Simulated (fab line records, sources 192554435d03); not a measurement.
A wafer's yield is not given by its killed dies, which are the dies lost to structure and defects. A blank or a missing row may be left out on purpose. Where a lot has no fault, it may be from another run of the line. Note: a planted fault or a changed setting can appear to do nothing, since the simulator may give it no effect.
Chamber matching    flow n5 finfet    rie diel-01 running N5_BEOL_M13_ETCH_67: 4 sister chambers
The step etches SiARC in CF4, target depth 143 nm, time 238.3 s. 27 wafers are shown with their chamber, then 12 later ones without.

## WAFERS WITH THEIR CHAMBER
wafer   chamber  showerhead plenum p Torr (Torr)  drypump motor current A (A)  throttle valve pct (%)
L074.2  1        2.12                             5.6                          15.80
L074.5  2        2.21                             5.5                          15.83
L074.6  3        2.21                             5.5                          15.73
L075.1  2        2.21                             5.5                          15.84
L075.2  3        2.21                             5.5                          15.75
L075.4  1        2.12                             5.6                          15.82
L076.1  0        2.19                             5.3                          15.26
L076.2  3        2.20                             5.4                          15.72
L076.4  1        2.12                             5.6                          15.80
L079.3  3        2.20                             5.5                          15.76
L079.4  1        2.11                             5.6                          15.81
L079.6  3        2.20                             5.5                          15.75
L081.3  0        2.19                             5.2                          15.30
L081.5  3        2.20                             5.5                          15.76
L081.6  1        2.11                             5.6                          15.84
L083.2  3        2.20                             5.4                          15.78
L083.5  0        2.19                             5.3                          15.29
L083.6  3        2.20                             5.5                          15.78
L086.1  0        2.18                             5.3                          15.32
L086.2  2        2.20                             5.5                          15.41
L086.6  0        2.18                             5.2                          15.31
L088.1  1        2.11                             5.6                          15.86
L088.4  2        2.20                             5.5                          15.43
L088.5  2        2.20                             5.5                          15.42
L087.1  1        2.11                             5.6                          15.84
L087.3  0        2.18                             5.3                          15.32
L087.4  3        2.20                             5.5                          15.80

SIGNATURES (averages over the wafers above)
reading                   chamber 0  chamber 1  chamber 2  chamber 3  scatter within a chamber
showerhead plenum p Torr  2.1850     2.1143     2.2040     2.2022     0.00509
drypump motor current A   5.267      5.600      5.500      5.478      0.0354
throttle valve pct        15.3000    15.8243    15.5860    15.7589    0.0973
Rule: a wafer's distance from a chamber is the root of the sum, over the readings, of the square of ((its reading less the chamber's mean) divided by the reading's scatter). If the next closest chamber is less than 2 further off than the closest, the wafer can't be placed; otherwise it belongs to the closest. The scatter is the square root of a quotient: the sum, over the shown wafers, of each reading's squared deviation from its chamber's mean, divided by wafers minus chambers.

## WAFERS WHOSE CHAMBER IS MISSING
wafer   showerhead plenum p Torr (Torr)  drypump motor current A (A)  throttle valve pct (%)
L089.1  2.18                             5.3                          15.33
L089.2  2.11                             5.6                          15.87
L089.6  2.18                             5.2                          15.31
L091.2  2.20                             5.5                          15.43
L091.4  2.18                             5.3                          15.33
L091.5  2.20                             5.5                          15.43
L096.1  2.10                             5.6                          15.89
L096.4  2.10                             5.6                          15.89
L096.5  2.19                             5.5                          15.30
L095.3  2.19                             5.5                          15.32
L095.5  2.19                             5.5                          15.44
L095.6  2.19                             5.5                          15.30

## WHICH CHAMBER EACH WENT THROUGH
wafer   from the rows above      in truth
L089.1  0                        0
L089.2  1                        1
L089.6  0                        0
L091.2  can't be placed: 2 or 3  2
L091.4  0                        0
L091.5  can't be placed: 2 or 3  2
L096.1  1                        1
L096.4  1                        1
L096.5  can't be placed: 2 or 3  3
L095.3  can't be placed: 2 or 3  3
L095.5  can't be placed: 2 or 3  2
L095.6  can't be placed: 2 or 3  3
Placed correctly: 6 of 12. Unplaceable from these rows: 6, with the true chamber sitting among the candidates in 6. Number placed wrongly: 0.
